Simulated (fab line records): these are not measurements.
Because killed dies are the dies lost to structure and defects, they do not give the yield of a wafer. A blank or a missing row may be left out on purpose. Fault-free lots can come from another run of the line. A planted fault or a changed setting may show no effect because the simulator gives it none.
What tool caused it? + flow nand-harc + 12 lots with 36 wafers sampled at 5 steps, on a route of 1159 steps

== WHAT EACH GAUGE READ, for each wafer ==
NHARC_A_M1_THK_MEAS_24: measures by xrf. Usual: thk-nm reads 153.7 nm (standard deviation 1.7).
| lot  | measured     | on            | thk-nm (nm)       | flag |
|------|--------------|---------------|-------------------|------|
| L690 | day 18 04:23 | film-metro-02 | 150.9 154.3 150.1 |      |
| L686 | day 18 04:51 | film-metro-01 | 154.8 150.7 152.2 |      |
| L688 | day 19 01:15 | film-metro-02 | 153.3 151.4 154.0 |      |
| L693 | day 19 17:27 | film-metro-02 | 152.8 155.0 153.0 |      |
| L695 | day 19 23:54 | film-metro-02 | 154.0 154.3 156.2 |      |
| L694 | day 20 04:35 | film-metro-02 | 152.8 152.9 153.5 |      |
| L700 | day 20 20:29 | film-metro-01 | 153.3 153.3 153.3 |      |
| L699 | day 20 21:51 | film-metro-02 | 154.0 155.0 155.1 |      |
| L707 | day 22 22:37 | film-metro-01 | 152.6 152.3 152.9 |      |
| L708 | day 23 05:30 | film-metro-02 | 152.8 148.1 151.5 |      |
| L705 | day 23 14:42 | film-metro-02 | 154.0 152.1 151.4 |      |
| L709 | day 23 19:14 | film-metro-01 | 152.6 153.9 151.7 |      |

NHARC_END_SORT_01. Usual: defect-limited-yield 95.5 %, standard deviation 1.4; killed-at-array 26, standard deviation 9.1; killed-at-other 0.7, standard deviation 0.9; killed-at-periphery 3.6, standard deviation 2.8; killed-dies 30, standard deviation 9.2; killed-open 3.0, standard deviation 1.9; killed-short 2.0, standard deviation 1.4; sort_bin_2_pct 1.4 %, standard deviation 0.6; sort_bin_3_pct 0.23 %, standard deviation 0.17; sort_bin_4_pct 2.8 %, standard deviation 0.92; sort-n-pass 647, standard deviation 9.2; sort-rim-yield-pct 95.9 %, standard deviation 2.1; sort-yield-pct 95.5 %, standard deviation 1.4.
| lot  | measured     | on        | defect-limited-yield (%) | killed-at-array | killed-at-other | killed-at-periphery | killed-dies | killed-open | killed-short | sort_bin_2_pct (%) | sort_bin_3_pct (%) | sort_bin_4_pct (%) | sort-n-pass | sort-rim-yield-pct (%) | sort-yield-pct (%) | flag |
|------|--------------|-----------|--------------------------|-----------------|-----------------|---------------------|-------------|-------------|--------------|--------------------|--------------------|--------------------|-------------|------------------------|--------------------|------|
| L690 | day 19 21:07 | prober-01 | 95.7 95.7 97.3           | 24 26 17        | 0 0 0           | 5 3 1               | 29 29 18    | 6 2 2       | 4 1 1        | 1.5 1.6 0.7        | 0 0.30 0.30        | 2.8 2.4 1.6        | 648 648 659 | 96.2 95.3 98.1         | 95.7 95.7 97.3     |      |
| L686 | day 19 20:22 | prober-02 | 97.5 96.8 96.3           | 15 17 22        | 0 0 0           | 2 5 3               | 17 22 25    | 1 4 6       | 1 3 3        | 0.6 0.7 0.4        | 0 0 0.30           | 1.9 2.5 3.0        | 660 655 652 | 98.1 95.3 96.2         | 97.5 96.8 96.3     |      |
| L688 | day 20 12:47 | prober-01 | 95.6 96.3 95.7           | 25 18 23        | 0 0 0           | 5 7 6               | 30 25 29    | 4 2 0       | 3 2 3        | 1.2 1.0 1.0        | 0.15 0.30 0.30     | 3.1 2.4 3.0        | 647 652 648 | 92.5 95.3 95.3         | 95.6 96.3 95.7     |      |
| L693 | day 21 01:43 | prober-02 | 96.2 96.3 95.0           | 23 21 23        | 1 3 5           | 2 1 6               | 26 25 34    | 4 3 3       | 3 0 2        | 1.3 0.9 1.8        | 0.15 0.30 0        | 2.4 2.5 3.2        | 651 652 643 | 96.2 98.1 93.4         | 96.2 96.3 95.0     |      |
| L695 | day 21 09:32 | prober-02 | 96.9 96.6 95.9           | 20 23 24        | 1 0 1           | 0 0 3               | 21 23 28    | 0 2 0       | 0 2 2        | 1.9 1.5 1.5        | 0 0.30 0.44        | 1.2 1.6 2.2        | 656 654 649 | 97.2 99.1 97.2         | 96.9 96.6 95.9     |      |
| L694 | day 21 17:14 | prober-01 | 96.5 94.7 96.9           | 22 30 18        | 0 3 1           | 2 3 2               | 24 36 21    | 3 3 3       | 0 3 1        | 1.6 1.6 0.6        | 0.15 0.15 0.30     | 1.8 3.5 2.2        | 653 641 656 | 98.1 89.6 96.2         | 96.5 94.7 96.9     |      |
| L700 | day 22 08:22 | prober-01 | 95.0 94.8 94.8           | 32 33 31        | 1 0 1           | 1 2 3               | 34 35 35    | 1 2 1       | 3 1 2        | 1.0 1.8 1.3        | 0.44 0 0.15        | 3.5 3.4 3.7        | 643 642 642 | 92.5 93.4 98.1         | 95.0 94.8 94.8     |      |
| L699 | day 22 08:23 | prober-02 | 95.7 94.7 95.6           | 24 32 30        | 0 0 0           | 5 4 0               | 29 36 30    | 7 5 6       | 3 2 1        | 1.3 1.5 1.6        | 0.30 0.30 0.74     | 2.7 3.5 2.1        | 648 641 647 | 96.2 95.3 96.2         | 95.7 94.7 95.6     |      |
| L707 | day 24 19:15 | prober-01 | 96.3 98.1 96.8           | 20 12 19        | 1 0 0           | 4 1 3               | 25 13 22    | 4 4 5       | 6 2 4        | 1.3 0.7 0.9        | 0 0.15 0.15        | 2.4 1.0 2.2        | 652 664 655 | 98.1 97.2 94.3         | 96.3 98.1 96.8     |      |
| L708 | day 25 01:19 | prober-02 | 95.7 95.9 94.7           | 19 19 22        | 1 0 1           | 9 9 13              | 29 28 36    | 5 3 2       | 1 0 2        | 1.3 1.2 1.3        | 0 0.15 0.30        | 3.0 2.8 3.7        | 648 649 641 | 98.1 92.5 96.2         | 95.7 95.9 94.7     |      |
| L705 | day 25 01:31 | prober-01 | 92.3 90.5 94.2           | 50 62 37        | 0 0 1           | 2 2 1               | 52 64 39    | 2 3 1       | 2 5 2        | 3.7 4.1 1.2        | 0.15 0.59 0.44     | 3.8 4.7 4.1        | 625 613 638 | 89.6 95.3 92.5         | 92.3 90.5 94.2     |      |
| L709 | day 25 10:38 | prober-02 | 92.9 95.6 96.0           | 44 24 27        | 1 0 0           | 3 6 0               | 48 30 27    | 4 2 3       | 5 4 0        | 2.4 1.9 1.5        | 0.44 0.30 0.30     | 4.3 2.2 2.2        | 629 647 650 | 91.5 95.3 94.3         | 92.9 95.6 96.0     |      |

== EACH LOT AND THE TOOL THAT RAN IT (in order: tool; ch and the chambers of the sampled wafers; start) ==
| lot  | NHARC_A_M1_DESCUM_14               | NHARC_A_M1_STRIP_19                 | NHARC_A_M1_PRE_CLEAN_32         |
|------|------------------------------------|-------------------------------------|---------------------------------|
| L690 | rie-diel-10 ch 0,1,2, day 18 01:56 | wet-bench-10 ch 4,6,7, day 18 02:43 | pecvd-03 ch 0,2, day 18 04:40   |
| L686 | rie-diel-10 ch 0,1,2, day 18 02:04 | wet-bench-10 ch 0,2,3, day 18 02:52 | pecvd-01 ch 0,1,2, day 18 05:04 |
| L688 | rie-diel-11 ch 0,1,2, day 18 22:46 | wet-bench-10 ch 2,4,6, day 18 23:31 | pecvd-04 ch 0,2, day 19 01:32   |
| L693 | rie-diel-11 ch 1,2,3, day 19 15:01 | wet-bench-10 ch 0,1,4, day 19 15:45 | pecvd-04 ch 0,1, day 19 17:40   |
| L695 | rie-diel-10 ch 1,2,3, day 19 21:15 | wet-bench-08 ch 2,3,7, day 19 22:00 | pecvd-01 ch 0,2, day 20 00:08   |
| L694 | rie-diel-12 ch 0,2,3, day 20 02:02 | wet-bench-08 ch 1,5,6, day 20 02:51 | pecvd-01 ch 0,1,2, day 20 04:49 |
| L700 | rie-diel-12 ch 1,2,3, day 20 18:04 | wet-bench-10 ch 2,3,6, day 20 18:49 | pecvd-01 ch 1,2, day 20 20:44   |
| L699 | rie-diel-10 ch 1,2, day 20 19:25   | wet-bench-08 ch 4,5,7, day 20 20:10 | pecvd-04 ch 0,1,2, day 20 22:05 |
| L707 | rie-diel-10 ch 0,1,3, day 22 20:11 | wet-bench-08 ch 2,3,5, day 22 20:58 | pecvd-01 ch 0,1,2, day 22 22:52 |
| L708 | rie-diel-12 ch 0,1,2, day 23 02:47 | wet-bench-10 ch 1,3,7, day 23 03:32 | pecvd-04 ch 0,1,2, day 23 05:44 |
| L705 | rie-diel-11 ch 0,2,3, day 23 12:17 | wet-bench-10 ch 2,3,7, day 23 13:01 | pecvd-03 ch 1,2, day 23 14:58   |
| L709 | rie-diel-12 ch 0,2, day 23 16:49   | wet-bench-10 ch 4,5,7, day 23 17:33 | pecvd-01 ch 0,1,2, day 23 19:29 |
- NHARC_A_M1_DESCUM_14: chemistry O2, time 3 s.
- NHARC_A_M1_STRIP_19: strips in post etch residue remover, time 600 s.
- NHARC_A_M1_PRE_CLEAN_32: time 12 s.

== WHAT THE TOOLS THEMSELVES READ (means of the sampled wafers that have a number; where no wafer has one, the mark that the record gives instead) ==
NHARC_A_M1_DESCUM_14. Usual: drypump-motor-current-A 5.8 A, standard deviation 0.46; oes-product-au 1.002 a.u., standard deviation 0.014; rf-vpp-V 57.8 V, standard deviation 0.92; showerhead-plenum-p-Torr 1.93 Torr, standard deviation 0.084; throttle-valve-pct 11.311 %, standard deviation 0.0099.
| lot  | tool        | drypump-motor-current-A (A) | oes-product-au (a.u.) | rf-vpp-V (V) | showerhead-plenum-p-Torr (Torr) | throttle-valve-pct (%) | flag |
|------|-------------|-----------------------------|-----------------------|--------------|---------------------------------|------------------------|------|
| L690 | rie-diel-10 | 5.8                         | 0.999                 | 57.6         | 1.93                            | 11.315                 |      |
| L686 | rie-diel-10 | 5.8                         | 0.990                 | 57.8         | 1.93                            | 11.307                 |      |
| L688 | rie-diel-11 | 5.9                         | 1.020                 | 57.3         | 1.90                            | 11.308                 |      |
| L693 | rie-diel-11 | 5.6                         | 1.010                 | 58.0         | 1.94                            | 11.316                 |      |
| L695 | rie-diel-10 | 5.7                         | 0.985                 | 57.0         | 1.91                            | 11.316                 |      |
| L694 | rie-diel-12 | 5.7                         | 1.017                 | 58.0         | 1.98                            | 11.309                 |      |
| L700 | rie-diel-12 | 6.0                         | 1.008                 | 57.6         | 1.90                            | 11.315                 |      |
| L699 | rie-diel-10 | 5.5                         | 0.991                 | 56.7         | 1.86                            | 11.306                 |      |
| L707 | rie-diel-10 | 5.6                         | 0.994                 | 58.3         | 1.95                            | 11.309                 |      |
| L708 | rie-diel-12 | 6.0                         | 1.003                 | 57.3         | 1.92                            | 11.303                 |      |
| L705 | rie-diel-11 | 5.8                         | 1.019                 | 57.9         | 1.94                            | 11.306                 |      |
| L709 | rie-diel-12 | 5.9                         | 1.010                 | 57.8         | 1.95                            | 11.312                 |      |

NHARC_A_M1_STRIP_19. Usual: bath-heat-duty-pct 13.6 %, standard deviation 1.2; run-length-s 603.1 s, standard deviation 1.1.
| lot  | tool         | bath-heat-duty-pct (%) | run-length-s (s) | flag |
|------|--------------|------------------------|------------------|------|
| L690 | wet-bench-10 | 13.7                   | 603.8            |      |
| L686 | wet-bench-10 | 14.1                   | 602.9            |      |
| L688 | wet-bench-10 | 13.0                   | 603.4            |      |
| L693 | wet-bench-10 | 14.7                   | 603.3            |      |
| L695 | wet-bench-08 | 14.2                   | 603.1            |      |
| L694 | wet-bench-08 | -                      | -                | OFF  |
| L700 | wet-bench-10 | -                      | -                | OFF  |
| L699 | wet-bench-08 | -                      | -                | OFF  |
| L707 | wet-bench-08 | 13.5                   | 602.5            |      |
| L708 | wet-bench-10 | 13.4                   | 602.9            |      |
| L705 | wet-bench-10 | 13.1                   | 602.6            |      |
| L709 | wet-bench-10 | 13.0                   | 603.3            |      |

NHARC_A_M1_PRE_CLEAN_32. Usual: heater-power-w 598 W, standard deviation 87; rf-fwd-power-W 292.6 W, standard deviation 0.99.
| lot  | tool     | heater-power-w (W) | rf-fwd-power-W (W) | flag |
|------|----------|--------------------|--------------------|------|
| L690 | pecvd-03 | 580                | 292.7              |      |
| L686 | pecvd-01 | 610                | 293.3              |      |
| L688 | pecvd-04 | 655                | 293.6              |      |
| L693 | pecvd-04 | 436                | 293.6              |      |
| L695 | pecvd-01 | 598                | 292.3              |      |
| L694 | pecvd-01 | 584                | 291.9              |      |
| L700 | pecvd-01 | 550                | 292.6              |      |
| L699 | pecvd-04 | 590                | 291.7              |      |
| L707 | pecvd-01 | 595                | 292.3              |      |
| L708 | pecvd-04 | 569                | 291.3              |      |
| L705 | pecvd-03 | 673                | 292.1              |      |
| L709 | pecvd-01 | 598                | 292.1              |      |

== THE ANSWER, worked out from the rows above alone ==
Rule: lot off if the mean of its wafers having a number is beyond 3 standard deviations from the usual mean. Also off: a lot with no number at a reading for which 4 or more lots have one. All remaining lots with rows at the step are treated as sound. After the gauges, taken in route order, come the tools' own readings; for these a lot's mean is taken, as printed above. The first step at which some lot is off is used, and at that step the reading that is off furthest; a lot without a number counts as furthest.
Off at NHARC_A_M1_STRIP_19 (bath-heat-duty-pct): L694, L700, L699. Without a number there: L694, L700, L699.
If a tool, at that step or one of the process steps before it, ran each lot that is off and ran no sound lot following the first of them, it fits. None of those tried fits.

== WHAT THE SIMULATOR HAD PUT IN ==
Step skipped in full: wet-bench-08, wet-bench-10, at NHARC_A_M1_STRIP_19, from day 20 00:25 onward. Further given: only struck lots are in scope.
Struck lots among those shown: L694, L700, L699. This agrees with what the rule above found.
